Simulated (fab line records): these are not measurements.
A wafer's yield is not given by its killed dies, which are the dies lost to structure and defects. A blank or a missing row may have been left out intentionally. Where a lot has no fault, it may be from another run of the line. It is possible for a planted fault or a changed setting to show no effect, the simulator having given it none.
The tool behind it: which one? | flow nand-harc | 72 wafers from 24 lots sampled at 4 of the route's 1159 steps

WHAT EACH GAUGE READ, for each wafer
NHARC_A_CONTACT_CD_MEAS_53. Usual: cd-nm reads 189.4 nm (standard deviation 0.84).
lot  | measured     | on        | cd-nm (nm)        | flag
L075 | day 16 05:58 | cd-sem-03 | 190.3 190.5 190.7 |
L074 | day 16 10:20 | cd-sem-02 | 190.3 190.1 189.7 |
L076 | day 16 12:54 | cd-sem-02 | 189.2 189.9 189.6 |
L077 | day 16 19:41 | cd-sem-03 | 188.1 189.2 188.1 |
L078 | day 17 13:41 | cd-sem-03 | 191.4 189.7 190.5 |
L080 | day 18 01:16 | cd-sem-03 | 188.6 188.4 189.2 |
L079 | day 18 02:50 | cd-sem-03 | 188.9 189.2 188.5 |
L083 | day 18 07:07 | cd-sem-01 | 188.6 189.2 188.9 |
L082 | day 18 08:51 | cd-sem-01 | 189.9 189.1 190.7 |
L081 | day 18 13:14 | cd-sem-03 | 189.1 189.1 188.9 |
L084 | day 18 23:22 | cd-sem-03 | 189.3 189.2 190.3 |
L085 | day 19 08:51 | cd-sem-03 | 189.6 189.9 189.1 |
L086 | day 19 09:17 | cd-sem-01 | 189.1 188.6 189.7 |
L087 | day 19 12:40 | cd-sem-01 | 188.7 187.5 188.0 |
L089 | day 20 10:47 | cd-sem-02 | 188.8 189.1 188.7 |
L091 | day 20 11:40 | cd-sem-02 | 189.5 189.5 190.0 |
L088 | day 20 19:19 | cd-sem-01 | 189.3 190.0 190.4 |
L090 | day 20 22:19 | cd-sem-02 | 187.7 188.1 188.0 |
L093 | day 21 02:13 | cd-sem-03 | 188.7 188.7 189.0 |
L092 | day 21 03:30 | cd-sem-01 | 190.2 190.0 189.9 |
L096 | day 21 11:40 | cd-sem-02 | 189.6 190.2 189.2 |
L094 | day 21 13:31 | cd-sem-02 | 188.2 188.9 188.7 |
L095 | day 21 20:32 | cd-sem-01 | 190.3 191.0 190.0 |
L097 | day 22 06:44 | cd-sem-01 | 189.1 188.6 188.7 |

NHARC_A_CONTACT_CD_MEAS_80. Usual: cd-nm reads 189.5 nm (standard deviation 0.82).
lot  | measured     | on        | cd-nm (nm)        | flag
L075 | day 16 14:24 | cd-sem-02 | 190.4 190.8 190.7 |
L074 | day 16 17:18 | cd-sem-01 | 189.5 189.9 191.1 |
L076 | day 16 20:05 | cd-sem-01 | 188.9 190.8 190.4 |
L077 | day 17 02:50 | cd-sem-03 | 189.0 189.1 189.2 |
L078 | day 17 20:43 | cd-sem-01 | 189.4 190.0 189.7 |
L080 | day 18 10:36 | cd-sem-03 | 189.8 190.0 190.7 |
L079 | day 18 11:02 | cd-sem-02 | 189.3 188.7 188.7 |
L083 | day 18 19:14 | cd-sem-02 | 189.2 190.7 189.0 |
L082 | day 18 20:43 | cd-sem-03 | 189.0 189.8 190.2 |
L081 | day 18 22:22 | cd-sem-02 | 189.7 189.6 189.5 |
L084 | day 19 07:42 | cd-sem-01 | 189.8 188.7 189.3 |
L085 | day 19 17:06 | cd-sem-02 | 189.8 189.4 190.2 |
L086 | day 19 17:47 | cd-sem-02 | 189.0 189.4 189.4 |
L087 | day 19 19:35 | cd-sem-02 | 189.7 188.4 187.5 |
L089 | day 20 17:40 | cd-sem-03 | 189.4 189.7 189.4 |
L091 | day 20 19:05 | cd-sem-03 | 189.8 189.9 189.8 |
L088 | day 21 04:20 | cd-sem-01 | 190.8 191.0 191.0 |
L090 | day 21 06:11 | cd-sem-01 | 187.8 188.0 187.8 |
L093 | day 21 09:14 | cd-sem-03 | 188.7 188.7 188.6 |
L092 | day 21 10:29 | cd-sem-03 | 189.7 189.2 189.9 |
L096 | day 21 23:09 | cd-sem-01 | 189.0 189.4 189.3 |
L094 | day 21 23:26 | cd-sem-01 | 188.3 188.8 188.5 |
L095 | day 22 03:35 | cd-sem-02 | 191.0 190.4 190.4 |
L097 | day 22 13:37 | cd-sem-03 | 189.8 189.7 189.8 |

WHAT TOOL EACH LOT RAN ON (gives the tool, then ch and the chambers of the sampled wafers, and finally the start)
lot  | NHARC_A_CONTACT_DEP_58          | NHARC_A_CONTACT_ETCH_75
L075 | pecvd-03 ch 0,1,2, day 16 09:43 | rie-diel-04 ch 1,2,3, day 16 10:43
L074 | pecvd-01 ch 1,2, day 16 13:03   | rie-diel-04 ch 1,2,3, day 16 14:04
L076 | pecvd-01 ch 0,1,2, day 16 16:00 | rie-diel-04 ch 1,3, day 16 16:57
L077 | pecvd-03 ch 0,1,2, day 16 22:40 | rie-diel-03 ch 0,3, day 16 23:41
L078 | pecvd-01 ch 0,2, day 17 16:34   | rie-diel-03 ch 1,3, day 17 17:34
L080 | pecvd-01 ch 0,2, day 18 06:21   | rie-diel-04 ch 0,1,3, day 18 07:27
L079 | pecvd-02 ch 0,1,2, day 18 06:33 | rie-diel-01 ch 0,1,2, day 18 07:35
L083 | pecvd-03 ch 0,1, day 18 15:07   | rie-diel-03 ch 0,1,2, day 18 16:05
L082 | pecvd-02 ch 0,2, day 18 16:12   | rie-diel-03 ch 0,1,3, day 18 17:12
L081 | pecvd-03 ch 0,1,2, day 18 18:17 | rie-diel-03 ch 0,2,3, day 18 19:08
L084 | pecvd-02 ch 0,1,2, day 19 03:40 | rie-diel-03 ch 2,3, day 19 04:32
L085 | pecvd-02 ch 1,2, day 19 13:06   | rie-diel-03 ch 0,1, day 19 13:55
L086 | pecvd-02 ch 1,2, day 19 13:38   | rie-diel-01 ch 0,1,3, day 19 14:37
L087 | pecvd-02 ch 1,2, day 19 15:28   | rie-diel-03 ch 2,3, day 19 16:26
L089 | pecvd-02 ch 0,1,2, day 20 13:34 | rie-diel-03 ch 0,2, day 20 14:31
L091 | pecvd-02 ch 0,1, day 20 14:25   | rie-diel-01 ch 1,2, day 20 15:21
L088 | pecvd-02 ch 0,1,2, day 21 00:20 | rie-diel-03 ch 0,1,2, day 21 01:11
L090 | pecvd-02 ch 0,1,2, day 21 02:05 | rie-diel-03 ch 0,1,3, day 21 03:01
L093 | pecvd-02 ch 0,2, day 21 04:56   | rie-diel-04 ch 2,3, day 21 06:03
L092 | pecvd-02 ch 0,2, day 21 06:21   | rie-diel-01 ch 2,3, day 21 07:13
L096 | pecvd-03 ch 0,1, day 21 18:06   | rie-diel-03 ch 2,3, day 21 19:34
L094 | pecvd-03 ch 0,1,2, day 21 18:40 | rie-diel-03 ch 0,1,2, day 21 19:54
L095 | pecvd-02 ch 0,1, day 21 23:27   | rie-diel-03 ch 1,2, day 22 00:25
L097 | pecvd-03 ch 0,1,2, day 22 09:25 | rie-diel-03 ch 0,1, day 22 10:25
- NHARC_A_CONTACT_DEP_58: deposits SiON, target thk 60 nm.
- NHARC_A_CONTACT_ETCH_75: etches the open film in CF4, target depth 39 nm, time 65 s.

AS READ BY THE TOOLS THEMSELVES (means over the sampled wafers that have a number; for cases with no such wafer, the mark the record gives instead)
NHARC_A_CONTACT_DEP_58. Usual: heater-power-w reads 758 W (standard deviation 110).
lot  | tool     | heater-power-w (W) | flag
L075 | pecvd-03 | 762                |
L074 | pecvd-01 | 837                |
L076 | pecvd-01 | 907                |
L077 | pecvd-03 | 719                |
L078 | pecvd-01 | 954                |
L080 | pecvd-01 | 926                |
L079 | pecvd-02 | 698                |
L083 | pecvd-03 | 753                |
L082 | pecvd-02 | 655                |
L081 | pecvd-03 | 752                |
L084 | pecvd-02 | 661                |
L085 | pecvd-02 | 741                |
L086 | pecvd-02 | 758                |
L087 | pecvd-02 | 760                |
L089 | pecvd-02 | 694                |
L091 | pecvd-02 | 667                |
L088 | pecvd-02 | 675                |
L090 | pecvd-02 | 718                |
L093 | pecvd-02 | 638                |
L092 | pecvd-02 | 634                |
L096 | pecvd-03 | 861                |
L094 | pecvd-03 | 818                |
L095 | pecvd-02 | 732                |
L097 | pecvd-03 | 797                |

NHARC_A_CONTACT_ETCH_75. Usual: drypump-motor-current-A 5.6 A, standard deviation 0.42; oes-product-au 0.997 a.u., standard deviation 0.015; rf-vpp-V 151.0 V, standard deviation 1.2; showerhead-plenum-p-Torr 1.74 Torr, standard deviation 0.068; throttle-valve-pct 13.284 %, standard deviation 0.0096.
lot  | tool        | drypump-motor-current-A (A) | oes-product-au (a.u.) | rf-vpp-V (V) | showerhead-plenum-p-Torr (Torr) | throttle-valve-pct (%) | flag
L075 | rie-diel-04 | 5.6                         | 1.002                 | 151.4        | 1.76                            | 13.280                 |
L074 | rie-diel-04 | 5.6                         | 1.000                 | 151.7        | 1.76                            | 13.280                 |
L076 | rie-diel-04 | 5.8                         | 1.002                 | 151.5        | 1.78                            | 13.292                 |
L077 | rie-diel-03 | 5.3                         | 1.006                 | 150.8        | 1.71                            | 13.291                 |
L078 | rie-diel-03 | 5.5                         | 0.987                 | 151.5        | 1.77                            | 13.284                 |
L080 | rie-diel-04 | 5.5                         | 0.996                 | 151.7        | 1.80                            | 13.291                 |
L079 | rie-diel-01 | 5.7                         | 0.997                 | 151.7        | 1.82                            | 13.286                 |
L083 | rie-diel-03 | 5.6                         | 1.006                 | 150.3        | 1.73                            | 13.280                 |
L082 | rie-diel-03 | 5.4                         | 0.986                 | 151.0        | 1.74                            | 13.283                 |
L081 | rie-diel-03 | 5.7                         | 0.999                 | 149.9        | 1.69                            | 13.284                 |
L084 | rie-diel-03 | 6.1                         | 0.999                 | 150.0        | 1.66                            | 13.289                 |
L085 | rie-diel-03 | 5.2                         | 0.990                 | 151.2        | 1.75                            | 13.287                 |
L086 | rie-diel-01 | 5.4                         | 0.994                 | 151.7        | 1.78                            | 13.284                 |
L087 | rie-diel-03 | 5.9                         | 0.977                 | 150.6        | 1.67                            | 13.288                 |
L089 | rie-diel-03 | 5.8                         | 1.007                 | 150.2        | 1.67                            | 13.276                 |
L091 | rie-diel-01 | 5.6                         | 1.014                 | 152.3        | 1.85                            | 13.278                 |
L088 | rie-diel-03 | 5.6                         | 1.000                 | 150.9        | 1.72                            | 13.293                 |
L090 | rie-diel-03 | 5.4                         | 0.983                 | 150.9        | 1.73                            | 13.280                 |
L093 | rie-diel-04 | 5.5                         | 0.977                 | 150.9        | 1.75                            | 13.287                 |
L092 | rie-diel-01 | 5.8                         | 1.007                 | 151.2        | 1.74                            | 13.293                 |
L096 | rie-diel-03 | 6.1                         | 1.001                 | 150.6        | 1.65                            | 13.275                 |
L094 | rie-diel-03 | 5.6                         | 1.001                 | 150.9        | 1.72                            | 13.292                 |
L095 | rie-diel-03 | 5.9                         | 1.005                 | 150.0        | 1.69                            | 13.288                 |
L097 | rie-diel-03 | 5.3                         | 0.995                 | 151.3        | 1.77                            | 13.278                 |

THE ANSWER, worked out from the rows above alone
Rule: a lot is off if the mean of its wafers that have a number lies more than 3 standard deviations from the usual mean. A lot without any number at a reading at which 4 lots or more have one is off too. The other lots that the step has rows for count as sound. Order of review: gauges by route order, followed by the tools' own readings, for which a lot's mean as printed above is used. The first step at which some lot is off is used, and at that step the reading that is off furthest; a lot without a number counts as furthest.
Nothing can be told from this: no lot is off at any reading shown.

WHAT THE SIMULATOR PUT IN
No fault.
